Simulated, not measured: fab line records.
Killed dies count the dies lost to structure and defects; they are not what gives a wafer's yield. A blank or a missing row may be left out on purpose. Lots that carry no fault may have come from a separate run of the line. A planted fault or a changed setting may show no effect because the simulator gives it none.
Chamber matching | flow n5Finfet | N5_BEOL_M6_CURE_74 on uvCure-03 has 3 sister chambers
The step cures SiCOH lowk, time 240 s. 20 wafers are shown with their chamber, then 10 later ones without.

## WAFERS WITH THEIR CHAMBER
wafer  | chamber | wafer_temp_C_max | lampPowerPct (%)
L074.1 | 1       | 386.2            | 52.29
L074.3 | 1       | 386.1            | 52.29
L074.4 | 1       | 385.8            | 52.35
L075.1 | 1       | 386.0            | 52.23
L075.4 | 1       | 385.5            | 52.42
L075.6 | 1       | 386.3            | 52.31
L077.3 | 1       | 386.1            | 52.40
L077.5 | 1       | 386.1            | 52.32
L077.6 | 1       | 385.9            | 52.27
L078.1 | 1       | 386.7            | 52.33
L078.2 | 1       | 386.2            | 52.33
L078.3 | 1       | 386.1            | 52.32
L079.2 | 0       | 387.2            | 52.26
L079.4 | 0       | 387.3            | 52.28
L079.5 | 0       | 387.0            | 52.36
L087.2 | 2       | 386.2            | 52.26
L087.4 | 2       | 385.9            | 52.44
L087.6 | 2       | 386.3            | 52.19
L090.2 | 2       | 386.0            | 52.36
L090.3 | 2       | 386.6            | 52.33

SIGNATURES (means of the wafers above)
reading          | chamber 0 | chamber 1 | chamber 2 | scatter within a chamber
wafer_temp_C_max | 387.167   | 386.083   | 386.200   | 0.273
lampPowerPct     | 52.3000   | 52.3217   | 52.3160   | 0.0651
Rule: for a wafer and a chamber, the distance is found by dividing, reading by reading, the gap between the wafer's reading and the chamber's mean by the reading's scatter, squaring, summing and taking the root. The wafer belongs to the nearest chamber; if the next one is less than 2 further off, it can't be placed. The scatter: take each reading less its chamber's mean, square it, sum over the shown wafers, divide by the number of wafers less the number of chambers, and take the root.

## WAFERS MISSING THEIR CHAMBER
wafer  | wafer_temp_C_max | lampPowerPct (%)
L090.5 | 385.9            | 52.39
L093.2 | 386.0            | 52.33
L093.5 | 386.4            | 52.32
L093.6 | 386.1            | 52.32
L095.1 | 386.4            | 52.24
L095.2 | 386.6            | 52.37
L095.3 | 386.6            | 52.30
L096.3 | 387.0            | 52.27
L096.5 | 386.5            | 52.31
L096.6 | 386.4            | 52.24

## THE CHAMBER EACH PASSED THROUGH
wafer  | from the rows above          | in truth
L090.5 | can't be placed: 1 or 2      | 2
L093.2 | can't be placed: 1 or 2      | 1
L093.5 | can't be placed: 2 or 1      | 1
L093.6 | can't be placed: 1 or 2      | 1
L095.1 | can't be placed: 2 or 1 or 0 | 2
L095.2 | can't be placed: 2 or 1 or 0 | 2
L095.3 | can't be placed: 2 or 1 or 0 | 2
L096.3 | 0                            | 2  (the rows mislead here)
L096.5 | can't be placed: 2 or 1 or 0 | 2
L096.6 | can't be placed: 2 or 1 or 0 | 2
Correct placement for 0 of the 10. These rows do not allow placing 9 (true chamber among the candidates in 9). Placed wrongly: 1.
